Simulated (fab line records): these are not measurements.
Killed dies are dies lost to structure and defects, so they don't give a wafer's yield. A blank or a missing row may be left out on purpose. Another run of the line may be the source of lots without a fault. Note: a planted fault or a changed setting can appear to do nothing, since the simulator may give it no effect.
What tool caused it? + flow nand_harc + 36 wafers from 12 lots sampled at 6 of the route's 1302 steps

WHAT EACH GAUGE READ, for each wafer
NHARC_A_M1_INSPECT_11.
| lot  | measured     | on                | raw_defect_count |
|------|--------------|-------------------|------------------|
| L315 | day 22 00:22 | defect_inspect-02 | 98 113 82        |
| L316 | day 22 07:22 | defect_inspect-01 | 73 84 72         |
| L317 | day 22 22:53 | defect_inspect-01 | 106 100 83       |
| L322 | day 25 10:16 | defect_inspect-02 | 131 132 1009     |
| L325 | day 26 07:17 | defect_inspect-01 | 121 965 107      |
| L328 | day 27 05:10 | defect_inspect-01 | 129 136 104      |
| L330 | day 27 13:08 | defect_inspect-02 | 162 144 161      |
| L331 | day 27 19:53 | defect_inspect-02 | 27 34 36         |
| L332 | day 29 06:14 | defect_inspect-01 | 107 95 114       |
| L335 | day 30 08:42 | defect_inspect-02 | 158 180 160      |
| L337 | day 30 22:43 | defect_inspect-01 | 46 55 48         |
| L338 | day 31 08:52 | defect_inspect-01 | 113 117 83       |

NHARC_END_SORT_01.
| lot  | measured     | on        | defect_limited_yield (%) | killed_at_array | killed_at_other | killed_at_periphery | killed_dies | killed_open | killed_short |
|------|--------------|-----------|--------------------------|-----------------|-----------------|---------------------|-------------|-------------|--------------|
| L322 | day 27 00:48 | prober-02 | 87.6 86.1 72.7           | 80 93 181       | 0 0 0           | 4 1 4               | 84 94 185   | 2 3 6       | 2 0 4        |
| L325 | day 27 23:34 | prober-02 | 89.2 74.0 89.1           | 72 175 73       | 0 0 0           | 1 1 1               | 73 176 74   | 4 1 3       | 1 5 2        |

EACH LOT AND THE TOOL THAT RAN IT (in order: tool; ch and the chambers of the sampled wafers; start)
| lot  | NHARC_A_M0_CMP_23             | NHARC_A_M1_DEP_00               | NHARC_A_M1_DESCUM_14               | NHARC_A_M1_ETCH_35                 |
|------|-------------------------------|---------------------------------|------------------------------------|------------------------------------|
| L315 | cmp-03 ch 0,1,2, day 21 22:30 | pecvd-02 ch 0,2, day 21 23:32   | rie_diel-11 ch 2,3, day 22 00:26   | rie_diel-11 ch 0,1, day 22 00:31   |
| L316 | cmp-04 ch 0,2,3, day 22 05:27 | pecvd-02 ch 0,2, day 22 06:27   | rie_diel-11 ch 1,2, day 22 07:25   | rie_diel-11 ch 2,3, day 22 07:31   |
| L317 | cmp-03 ch 0,3, day 22 20:52   | pecvd-04 ch 0,1, day 22 21:55   | rie_diel-11 ch 0,1, day 22 22:56   | rie_diel-11 ch 2,3, day 22 23:02   |
| L322 | cmp-03 ch 0,2,3, day 25 08:19 | pecvd-04 ch 0,1,2, day 25 09:24 | rie_diel-10 ch 0,3, day 25 10:20   | rie_diel-10 ch 1,2,3, day 25 10:25 |
| L325 | cmp-03 ch 0,1,3, day 26 05:26 | pecvd-04 ch 1,2, day 26 06:27   | rie_diel-10 ch 1,2,3, day 26 07:22 | rie_diel-10 ch 0,1,3, day 26 07:26 |
| L328 | cmp-04 ch 0,1,3, day 27 03:17 | pecvd-01 ch 0,1,2, day 27 04:19 | rie_diel-10 ch 0,1,2, day 27 05:13 | rie_diel-10 ch 0,2,3, day 27 05:19 |
| L330 | cmp-03 ch 0,1, day 27 11:08   | pecvd-02 ch 1,2, day 27 12:16   | rie_diel-06 ch 1,3, day 27 13:13   | rie_diel-11 ch 0,2, day 27 13:19   |
| L331 | cmp-01 ch 0,1, day 27 18:02   | pecvd-01 ch 0,1, day 27 19:09   | rie_diel-11 ch 1,2,3, day 27 19:57 | rie_diel-11 ch 1,2, day 27 20:02   |
| L332 | cmp-01 ch 0,2,3, day 29 04:14 | pecvd-02 ch 1,2, day 29 05:24   | rie_diel-06 ch 0,1,2, day 29 06:19 | rie_diel-06 ch 1,2, day 29 06:23   |
| L335 | cmp-01 ch 1,2, day 30 06:44   | pecvd-01 ch 0,1,2, day 30 07:53 | rie_diel-11 ch 1,2,3, day 30 08:47 | rie_diel-11 ch 0,1,3, day 30 08:52 |
| L337 | cmp-03 ch 0,2,3, day 30 20:40 | pecvd-02 ch 0,1,2, day 30 21:48 | rie_diel-06 ch 0,2,3, day 30 22:46 | rie_diel-06 ch 0,1,3, day 30 22:51 |
| L338 | cmp-04 ch 0,2,3, day 31 06:53 | pecvd-01 ch 0,1,2, day 31 07:55 | rie_diel-10 ch 0,1,3, day 31 08:56 | rie_diel-10 ch 0,1,3, day 31 09:02 |
- NHARC_A_M0_CMP_23: polishes, t overpolish 20 s, target thk 113.75 nm.
- NHARC_A_M1_DEP_00: deposits SiOC, target thk 182.5 nm.
- NHARC_A_M1_DESCUM_14: chemistry O2, time 3 s.
- NHARC_A_M1_ETCH_35: etches the open film in N2/H2, target depth 40 nm, overetch 12 nm, time 43.94 s.

AS READ BY THE TOOLS THEMSELVES (means over the sampled wafers that have a number; for cases with no such wafer, the mark the record gives instead)
NHARC_A_M0_CMP_23.
| lot  | tool   | motor_current_A (A) | time_to_endpoint_s (s) |
|------|--------|---------------------|------------------------|
| L315 | cmp-03 | 11.5                | 30.1                   |
| L316 | cmp-04 | 12.1                | 23.7                   |
| L317 | cmp-03 | 11.7                | 27.5                   |
| L322 | cmp-03 | 11.9                | 31.0                   |
| L325 | cmp-03 | 11.6                | 30.7                   |
| L328 | cmp-04 | 12.9                | 25.9                   |
| L330 | cmp-03 | 11.2                | 28.2                   |
| L331 | cmp-01 | 11.3                | 29.6                   |
| L332 | cmp-01 | 11.7                | 30.2                   |
| L335 | cmp-01 | 11.0                | 28.7                   |
| L337 | cmp-03 | 12.0                | 27.6                   |
| L338 | cmp-04 | 12.0                | 27.2                   |

NHARC_A_M1_DESCUM_14.
| lot  | tool        | drypump_motor_current_A (A) | oes_product_au (a.u.) | rf_vpp_V (V) | showerhead_plenum_p_Torr (Torr) | throttle_valve_pct (%) |
|------|-------------|-----------------------------|-----------------------|--------------|---------------------------------|------------------------|
| L315 | rie_diel-11 | 4.7                         | 0.991                 | 57.4         | 1.78                            | 11.314                 |
| L316 | rie_diel-11 | 5.4                         | 1.015                 | 58.0         | 1.91                            | 11.315                 |
| L317 | rie_diel-11 | 5.7                         | 1.001                 | 58.2         | 1.99                            | 11.317                 |
| L322 | rie_diel-10 | 6.3                         | 0.994                 | 57.0         | 1.91                            | 11.316                 |
| L325 | rie_diel-10 | 6.0                         | 1.002                 | 57.6         | 1.91                            | 11.317                 |
| L328 | rie_diel-10 | 6.1                         | 1.000                 | 57.7         | 1.90                            | 11.309                 |
| L330 | rie_diel-06 | 5.4                         | 0.991                 | 57.6         | 1.84                            | 11.315                 |
| L331 | rie_diel-11 | 5.1                         | 1.001                 | 57.9         | 1.84                            | 11.312                 |
| L332 | rie_diel-06 | 5.7                         | 1.002                 | 58.4         | 1.92                            | 11.310                 |
| L335 | rie_diel-11 | 5.1                         | 0.993                 | 57.4         | 1.84                            | 11.305                 |
| L337 | rie_diel-06 | 5.5                         | 1.004                 | 57.5         | 1.89                            | 11.313                 |
| L338 | rie_diel-10 | 6.4                         | 1.000                 | 57.3         | 1.93                            | 11.314                 |

NHARC_A_M1_ETCH_35.
| lot  | tool        | drypump_motor_current_A (A) | oes_product_au (a.u.) | rf_vpp_V (V) | showerhead_plenum_p_Torr (Torr) | throttle_valve_pct (%) |
|------|-------------|-----------------------------|-----------------------|--------------|---------------------------------|------------------------|
| L315 | rie_diel-11 | 5.5                         | 1.003                 | 432.9        | 2.15                            | 14.165                 |
| L316 | rie_diel-11 | 4.7                         | 0.989                 | 427.4        | 1.90                            | 14.168                 |
| L317 | rie_diel-11 | 4.7                         | 0.986                 | 425.6        | 1.90                            | 14.168                 |
| L322 | rie_diel-10 | 6.0                         | 0.998                 | 428.9        | 2.04                            | 14.173                 |
| L325 | rie_diel-10 | 6.4                         | 0.997                 | 431.1        | 2.06                            | 14.160                 |
| L328 | rie_diel-10 | 6.0                         | 0.999                 | 430.0        | 2.00                            | 14.183                 |
| L330 | rie_diel-11 | 4.9                         | 0.999                 | 429.6        | 1.99                            | 14.173                 |
| L331 | rie_diel-11 | 5.1                         | 0.997                 | 427.4        | 1.97                            | 14.173                 |
| L332 | rie_diel-06 | 5.8                         | 0.997                 | 432.0        | 2.11                            | 14.171                 |
| L335 | rie_diel-11 | 5.3                         | 0.995                 | 430.1        | 2.05                            | 14.179                 |
| L337 | rie_diel-06 | 5.5                         | 0.999                 | 428.4        | 1.97                            | 14.161                 |
| L338 | rie_diel-10 | 6.4                         | 0.992                 | 431.7        | 2.06                            | 14.169                 |

THE ANSWER, worked out from the rows above alone
Rule: the usual values come from the lots themselves. Put in order of their means at a reading, lots are off if they are a third of the lots or fewer, leave a main group of 4 or more, and stand apart from it by a gap of 3 or more times the standard deviation of the main group's means; of several such gaps the widest counts. Not used: any main group whose means are identical at the precision the tables above print for the reading. Also off: a lot with no number at a reading for which 4 or more lots have one. Any other lot the step has rows for is counted as sound. First the gauges in route order, then the tools' own readings, where a lot's mean is used as printed above. The first step at which some lot is off is used, and at that step the reading that is off furthest; a lot without a number counts as furthest.
Off: L322, L325, at NHARC_A_M1_INSPECT_11 (raw_defect_count). Main group: mean 101, sd 40.
If a tool, at a process step before that reading, ran all the lots that are off and no sound lot after the first of them, it fits. Gauges at NHARC_A_M1_INSPECT_11: tried the same way as those tools. One fits: NHARC_A_M1_DEP_00 on pecvd-04. A fault onset in the window from L317 (day 22 21:55, its last sound lot) to L322 (day 25 09:24, its first lot off) fits.

WHAT THE SIMULATOR HAD PUT IN
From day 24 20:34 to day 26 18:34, pecvd-04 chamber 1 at NHARC_A_M1_DEP_00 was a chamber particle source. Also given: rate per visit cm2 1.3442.
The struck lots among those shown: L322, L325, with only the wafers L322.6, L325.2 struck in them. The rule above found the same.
